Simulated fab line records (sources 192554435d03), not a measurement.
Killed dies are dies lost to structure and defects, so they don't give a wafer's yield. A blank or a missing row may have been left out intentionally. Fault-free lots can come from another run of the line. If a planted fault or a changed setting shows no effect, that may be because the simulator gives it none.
fab line records + flow n5_finfet + part 2 of 2: steps 26 to 33 of 33
record:
- lots: 5
- wafers: 15
- last_day: 15
route steps=1938 shown WELL_APT@45 PMOS_HMC_CHANNEL_EPI@57
lots untouched by any fault: they come from a run of this same line in which no faults occurred
start_h: hours from the record's first day to the start of the lot's first wafer shown + wait_h: hours from the lot's prior step to this one + " as in the row above + L1.1+2: one row covering several wafers at once + - no value, or no start given + * or withheld: withheld + < > ~ a bound
route shown NAME@n: a module of which the file shows steps, and the number in the route of the first + usual: average and standard deviation across the fault-free wafers + same: alike in all rows + chamber/n: place in a boat + sites: readings site by site + _std_site: their standard deviation + _edge_site: the outer-site mean with the inner-site mean subtracted + radius_mm: for every site, how far away it sits from the centre of the wafer + mask NAME#n: copy n + behind: the most recent tool/chamber to have shaped the wafer + hold: why the lot went on hold/how many hours it stayed there/how the hold came to an end + device: the n, p or np transistor that did not switch + end of line: the route-end tests of the same wafers + where a step has no rows: the recipe by itself + killed: the dies lost at the first sort to structure and to defects; this is not the yield of the wafer + map: a wafer's dies, marking killed ones x, the rest . and places with no die _
set.NAME: the run value of the setting; set.NAME@STEP: its run value at that earlier step + model.NAME: the simulator's own value behind a step, which no gauge read
lots seen at some steps along the route; tables by step, rows by wafer
services: a tool's chamber out of use, with start hour (start_h, from the record's first day; less than 0 if before it), hours out, and reason
== steps ==
step: N5_PMOS_HMC_CHANNEL_EPI_HM_OPEN_15
recipe:
- chemistry: CHF3/O2
- target: SiO2
- mask_material: CAR-ArF-block
- target_depth_a: 406
- CHF3_flow_sccm: 50
- O2_flow_sccm: 5
- Ar_flow_sccm: 200
- time_s: 20.3
- pressure_mtorr: 30
- source_w: 650
- bias_w: 170
- ion_energy_ev: 200
usual:
- bias_w: 170.0/0.45
- drypump_motor_current_A: 5.8/0.46
- oes_ar_750_au: 0.75/0.046
- oes_product_au: 0.74/0.049
- rf_vpp_V: 522/5.1
- showerhead_plenum_p_Torr: 2.39/0.075
- throttle_valve_pct: 18.88/0.2
| lot.wafer | tool        | chamber | start_h | wait_h | bias_w | drypump_motor_current_A | oes_ar_750_au | oes_product_au | rf_hours_counter_h | rf_vpp_V | showerhead_plenum_p_Torr | throttle_valve_pct |
|-----------|-------------|---------|---------|--------|--------|-------------------------|---------------|----------------|--------------------|----------|--------------------------|--------------------|
| L074.2    | rie_diel-04 | 0       | 17.84   | 0.0    | 170.0  | 5.6                     | 0.73          | 0.74           | 154                | 525      | 2.41                     | 19.13              |
| L074.3    | "           | 3       | "       | "      | 170.2  | 5.8                     | 0.76          | 0.76           | 164                | 521      | 2.40                     | 19.00              |
| L074.6    | "           | 2       | "       | "      | 169.9  | 5.7                     | 0.72          | 0.70           | -                  | 521      | 2.40                     | 19.07              |
| L079.1    | rie_diel-03 | 0       | 47.64   | 0.0    | 169.1  | 6.1                     | 0.78          | 0.78           | 138                | 524      | 2.32                     | 18.98              |
| L079.2    | "           | 2       | "       | "      | 170.1  | 6.2                     | 0.77          | 0.76           | 126                | 520      | 2.33                     | 18.81              |
| L079.5    | "           | 2       | "       | "      | 169.9  | 6.2                     | 0.76          | 0.77           | -                  | 521      | 2.33                     | 18.82              |
| L086.1    | rie_diel-02 | 0       | 89.67   | 0.0    | 170.4  | 5.7                     | 0.77          | 0.76           | 115                | 520      | 2.43                     | 19.10              |
| L086.4    | "           | 2       | "       | "      | 169.7  | 5.1                     | 0.69          | 0.68           | 235                | 519      | 2.37                     | 18.75              |
| L086.5    | "           | 0       | "       | "      | 169.7  | 5.7                     | 0.78          | 0.77           | -                  | 522      | 2.43                     | 19.09              |
| L087.2    | rie_diel-02 | 2       | 95.63   | 0.0    | 169.6  | 5.2                     | 0.69          | 0.68           | 236                | 519      | 2.37                     | 18.76              |
| L087.4    | "           | 1       | "       | "      | 170.0  | 5.7                     | 0.79          | 0.79           | 113                | 517      | 2.24                     | 18.43              |
| L087.5    | "           | 3       | "       | "      | 169.2  | 6.3                     | 0.70          | 0.70           | -                  | 531      | 2.47                     | 18.70              |
| L088.2    | rie_diel-03 | 2       | 101.72  | 0.0    | 170.2  | 6.2                     | 0.75          | 0.76           | 143                | 520      | 2.32                     | 18.86              |
| L088.3    | "           | 0       | "       | "      | 170.6  | 6.1                     | 0.77          | 0.78           | 155                | 524      | 2.31                     | 19.00              |
| L088.5    | "           | 1       | "       | "      | 169.9  | 4.7                     | 0.69          | 0.68           | -                  | 527      | 2.48                     | 19.00              |
step: N5_PMOS_HMC_CHANNEL_EPI_STRIP_33
recipe:
- chemistry: N2/H2
- power_w: 500
- temp_c: 40
- pressure_mtorr: 50
- rf_frequency_hz: 6e+07
- overash_fraction: 0.3
- bias_power_w: 8
- h2_frac: 0.5
- n2_flow_sccm: 300
- h2_flow_sccm: 300
usual:
- drypump_motor_current_A: 5.8/0.47
- oes_product_au: 0.74/0.05
- rf_vpp_V: 54.1/1.7
- showerhead_plenum_p_Torr: 3.32/0.1
- throttle_valve_pct: 18.91/0.28
| lot.wafer | tool        | chamber | start_h | wait_h | drypump_motor_current_A | oes_product_au | rf_hours_counter_h | rf_vpp_V | showerhead_plenum_p_Torr | throttle_valve_pct |
|-----------|-------------|---------|---------|--------|-------------------------|----------------|--------------------|----------|--------------------------|--------------------|
| L074.2    | rie_diel-04 | 0       | 17.89   | 0.0    | 5.6                     | 0.73           | 154                | 53.4     | 3.36                     | 18.96              |
| L074.3    | "           | 3       | "       | "      | 5.8                     | 0.77           | 164                | 52.3     | 3.35                     | 19.11              |
| L074.6    | "           | 2       | "       | "      | 5.7                     | 0.70           | -                  | 52.6     | 3.33                     | 19.10              |
| L079.1    | rie_diel-03 | 0       | 47.69   | 0.0    | 6.1                     | 0.80           | 138                | 53.8     | 3.23                     | 18.53              |
| L079.2    | "           | 2       | "       | "      | 6.2                     | 0.76           | 126                | 53.9     | 3.25                     | 19.31              |
| L079.5    | "           | 2       | "       | "      | 6.2                     | 0.77           | -                  | 57.4     | 3.25                     | 19.30              |
| L086.1    | rie_diel-02 | 0       | 89.72   | 0.0    | 5.7                     | 0.77           | 115                | 57.7     | 3.38                     | 19.22              |
| L086.4    | "           | 2       | "       | "      | 5.2                     | 0.69           | 235                | 53.0     | 3.30                     | 18.60              |
| L086.5    | "           | 0       | "       | "      | 5.7                     | 0.76           | -                  | 52.6     | 3.38                     | 19.20              |
| L087.2    | rie_diel-02 | 2       | 95.69   | 0.0    | 5.2                     | 0.68           | 236                | 55.3     | 3.30                     | 18.60              |
| L087.4    | "           | 1       | "       | "      | 5.7                     | 0.79           | 113                | 52.4     | 3.12                     | 18.37              |
| L087.5    | "           | 3       | "       | "      | 6.3                     | 0.70           | -                  | 55.0     | 3.46                     | 19.03              |
| L088.2    | rie_diel-03 | 2       | 101.78  | 0.0    | 6.2                     | 0.75           | 143                | 54.5     | 3.24                     | 19.29              |
| L088.3    | "           | 0       | "       | "      | 6.1                     | 0.78           | 155                | 52.2     | 3.22                     | 18.56              |
| L088.5    | "           | 1       | "       | "      | 4.7                     | 0.68           | -                  | 56.3     | 3.44                     | 18.90              |
step: N5_PMOS_HMC_CHANNEL_EPI_STRIP_17
recipe:
- chemistry: SPM
- time_s: 750
- temp_c: 130
- h2so4_h2o2_vol_ratio: 4
- dry: ipa_marangoni
| lot.wafer  | tool         | chamber | start_h | wait_h |
|------------|--------------|---------|---------|--------|
| L074.2+3+6 | wet_bench-03 | 1,6,2   | 17.96   | -      |
| L079.1+2+5 | wet_bench-02 | 3,4,7   | 47.76   | -      |
| L086.1+4+5 | wet_bench-06 | 5,4,6   | 89.79   | -      |
| L087.2+4+5 | wet_bench-06 | 4,5,1   | 95.76   | -      |
| L088.2+3+5 | wet_bench-03 | 0,7,4   | 101.85  | -      |
step: N5_PMOS_HMC_CHANNEL_EPI_ETCH_38
recipe:
- chemistry: CF4
- target: SiO2
- target_depth_a: 15
- ion_energy_ev: 350
- pressure_mtorr: 10
- icp_w: 800
- bias_w: 400
- cf4_flow_sccm: 80
usual:
- bias_w: 399.9/1.2
- drypump_motor_current_A: 5.8/0.38
- oes_product_au: 0.993/0.019
- throttle_valve_pct: 21.71/0.25
| lot.wafer | tool      | chamber | start_h | wait_h | bias_w | drypump_motor_current_A | oes_product_au | rf_hours_counter_h | throttle_valve_pct |
|-----------|-----------|---------|---------|--------|--------|-------------------------|----------------|--------------------|--------------------|
| L074.2    | rie_si-04 | 1       | 18.21   | 0.0    | 399.5  | 6.3                     | 1.031          | 83                 | 21.98              |
| L074.3    | "         | 0       | "       | "      | 400.3  | 6.0                     | 0.976          | 193                | 21.36              |
| L074.6    | "         | 2       | "       | "      | 400.1  | 5.7                     | 0.983          | -                  | 21.89              |
| L079.1    | rie_si-02 | 3       | 48.00   | 0.0    | 401.6  | 5.5                     | 0.965          | 180                | 21.85              |
| L079.2    | "         | 2       | "       | "      | 401.3  | 6.4                     | 0.984          | 4                  | 21.64              |
| L079.5    | "         | 2       | "       | "      | 400.4  | 6.3                     | 0.977          | -                  | 21.64              |
| L086.1    | rie_si-02 | 1       | 90.03   | 0.0    | 398.2  | 5.3                     | 0.974          | 8                  | 22.03              |
| L086.4    | "         | 2       | "       | "      | 400.3  | 6.4                     | 0.993          | 5                  | 21.64              |
| L086.5    | "         | 2       | "       | "      | 399.9  | 6.4                     | 0.978          | -                  | 21.64              |
| L087.2    | rie_si-02 | 2       | 95.99   | 0.0    | 396.7  | 6.3                     | 0.987          | 5                  | 21.63              |
| L087.4    | "         | 0       | "       | "      | 399.5  | 5.2                     | 1.005          | 12                 | 21.59              |
| L087.5    | "         | 2       | "       | "      | 398.5  | 6.4                     | 0.989          | -                  | 21.65              |
| L088.2    | rie_si-04 | 3       | 102.08  | 0.0    | 399.6  | 5.8                     | 0.991          | 1                  | 21.55              |
| L088.3    | "         | 1       | "       | "      | 399.4  | 6.2                     | 1.027          | 84                 | 21.97              |
| L088.5    | "         | 1       | "       | "      | 398.3  | 6.2                     | 1.024          | -                  | 21.97              |
step: N5_PMOS_HMC_CHANNEL_EPI_FIN_RECESS_16
recipe:
- chemistry: HBr/Cl2
- target: Si
- mask_material: SiO2
- target_depth_a: 540
- time_s: 18
- pressure_mtorr: 10
- icp_w: 800
- bias_w: 75
- HBr_flow_sccm: 150
- Cl2_flow_sccm: 80
usual:
- bias_w: 74.98/0.24
- drypump_motor_current_A: 5.8/0.38
- oes_product_au: 0.994/0.019
- throttle_valve_pct: 35.40/0.27
| lot.wafer | tool      | chamber | start_h | wait_h | bias_w | drypump_motor_current_A | oes_product_au | rf_hours_counter_h | throttle_valve_pct |
|-----------|-----------|---------|---------|--------|--------|-------------------------|----------------|--------------------|--------------------|
| L074.2    | rie_si-04 | 1       | 18.23   | 0.0    | 75.27  | 6.3                     | 1.030          | 83                 | 35.58              |
| L074.3    | "         | 0       | "       | "      | 75.06  | 6.0                     | 0.982          | 193                | 34.98              |
| L074.6    | "         | 2       | "       | "      | 75.06  | 5.7                     | 0.983          | -                  | 35.58              |
| L079.1    | rie_si-02 | 3       | 48.02   | 0.0    | 74.91  | 5.5                     | 0.973          | 180                | 35.49              |
| L079.2    | "         | 2       | "       | "      | 74.64  | 6.4                     | 0.980          | 4                  | 35.41              |
| L079.5    | "         | 2       | "       | "      | 74.97  | 6.4                     | 0.985          | -                  | 35.40              |
| L086.1    | rie_si-02 | 1       | 90.05   | 0.0    | 74.90  | 5.3                     | 0.979          | 8                  | 35.84              |
| L086.4    | "         | 2       | "       | "      | 75.00  | 6.3                     | 0.981          | 5                  | 35.43              |
| L086.5    | "         | 2       | "       | "      | 74.85  | 6.3                     | 0.991          | -                  | 35.41              |
| L087.2    | rie_si-02 | 2       | 96.01   | 0.0    | 75.35  | 6.3                     | 0.986          | 5                  | 35.39              |
| L087.4    | "         | 0       | "       | "      | 75.22  | 5.2                     | 1.017          | 12                 | 35.42              |
| L087.5    | "         | 2       | "       | "      | 75.10  | 6.3                     | 0.995          | -                  | 35.40              |
| L088.2    | rie_si-04 | 3       | 102.10  | 0.0    | 74.75  | 5.8                     | 1.000          | 1                  | 35.33              |
| L088.3    | "         | 1       | "       | "      | 74.64  | 6.3                     | 1.028          | 84                 | 35.59              |
| L088.5    | "         | 1       | "       | "      | 74.88  | 6.3                     | 1.034          | -                  | 35.59              |
step: N5_PMOS_HMC_CHANNEL_EPI_PRECLEAN_36
recipe:
- chemistry: O3/DIW
- time_s: 45
- temp_c: 22
- o3_ppm: 10
| lot.wafer  | tool         | chamber | start_h | wait_h |
|------------|--------------|---------|---------|--------|
| L074.2+3+6 | wet_bench-02 | 5,4,1   | 18.33   | 0.1    |
| L079.1+2+5 | wet_bench-03 | 0,7,6   | 48.11   | 0.1    |
| L086.1+4+5 | wet_bench-06 | 3,1,7   | 90.15   | 0.1    |
| L087.2+4+5 | wet_bench-06 | 6,5,0   | 96.11   | 0.1    |
| L088.2+3+5 | wet_bench-06 | 2,4,0   | 102.20  | 0.1    |
step: N5_PMOS_HMC_CHANNEL_EPI_PRECLEAN_18
recipe:
- chemistry: DHF
- time_s: 30
- temp_c: 25
- dilution: withheld
| lot.wafer  | tool         | chamber | start_h | wait_h |
|------------|--------------|---------|---------|--------|
| L074.2+3+6 | wet_bench-02 | 5,4,1   | 18.35   | 0.0    |
| L079.1+2+5 | wet_bench-03 | 0,7,6   | 48.13   | 0.0    |
| L086.1+4+5 | wet_bench-06 | 3,1,7   | 90.16   | 0.0    |
| L087.2+4+5 | wet_bench-06 | 6,5,0   | 96.12   | 0.0    |
| L088.2+3+5 | wet_bench-06 | 2,4,0   | 102.22  | 0.0    |
step: N5_PMOS_HMC_CHANNEL_EPI_SRD_19
recipe:
- dry: ipa_marangoni
- do_ppb: 5
- time_s: 30
- temp_c: 23
- rinse_liquid: diw
| lot.wafer  | tool         | chamber | start_h | wait_h |
|------------|--------------|---------|---------|--------|
| L074.2+3+6 | wet_bench-02 | 5,4,1   | 18.36   | 0.0    |
| L079.1+2+5 | wet_bench-03 | 0,7,6   | 48.14   | 0.0    |
| L086.1+4+5 | wet_bench-06 | 3,1,7   | 90.17   | 0.0    |
| L087.2+4+5 | wet_bench-06 | 6,5,0   | 96.13   | 0.0    |
| L088.2+3+5 | wet_bench-06 | 2,4,0   | 102.23  | 0.0    |
== services ==
| tool            | chamber | start_h | hours | kind   |
|-----------------|---------|---------|-------|--------|
| wet_bench-02    | -       | -7.45   | 4.4   | pm     |
| rie_si-02       | 1       | -4.14   | 38.6  | repair |
| arfi_scanner-02 | -       | -1.46   | 0.5   | repair |
| rie_diel-06     | 0       | -1.10   | 3.5   | repair |
| wet_bench-04    | -       | 0.46    | 1.8   | repair |
| arfi_scanner-03 | -       | 3.37    | 1.0   | pm     |
| implanter-01    | -       | 4.71    | 3.3   | repair |
| wet_bench-01    | -       | 9.47    | 1.2   | repair |
| arfi_scanner-02 | -       | 18.85   | 1.0   | pm     |
| arfi_scanner-03 | -       | 22.57   | 0.4   | repair |
| rie_diel-03     | -       | 22.85   | 0.8   | repair |
| epi_rpcvd-02    | -       | 25.53   | 1.9   | repair |
| pecvd-01        | 0       | 46.65   | 5.6   | repair |
| implanter-01    | -       | 47.12   | 2.9   | repair |
| arfi_scanner-03 | -       | 48.47   | 1.3   | pm     |
| arfi_scanner-03 | -       | 58.82   | 0.4   | repair |
| rie_si-02       | -       | 61.49   | 0.4   | repair |
| rie_diel-03     | 1       | 63.21   | 7.4   | repair |
| rie_si-04       | -       | 66.26   | 0.5   | repair |
| rie_si-02       | -       | 67.08   | 0.9   | repair |
| wet_bench-03    | -       | 69.50   | 1.9   | pm     |
| arfi_scanner-02 | -       | 86.98   | 1.3   | pm     |
| rie_si-04       | -       | 86.98   | 14.6  | pm     |
| wet_bench-02    | -       | 89.82   | 1.7   | repair |
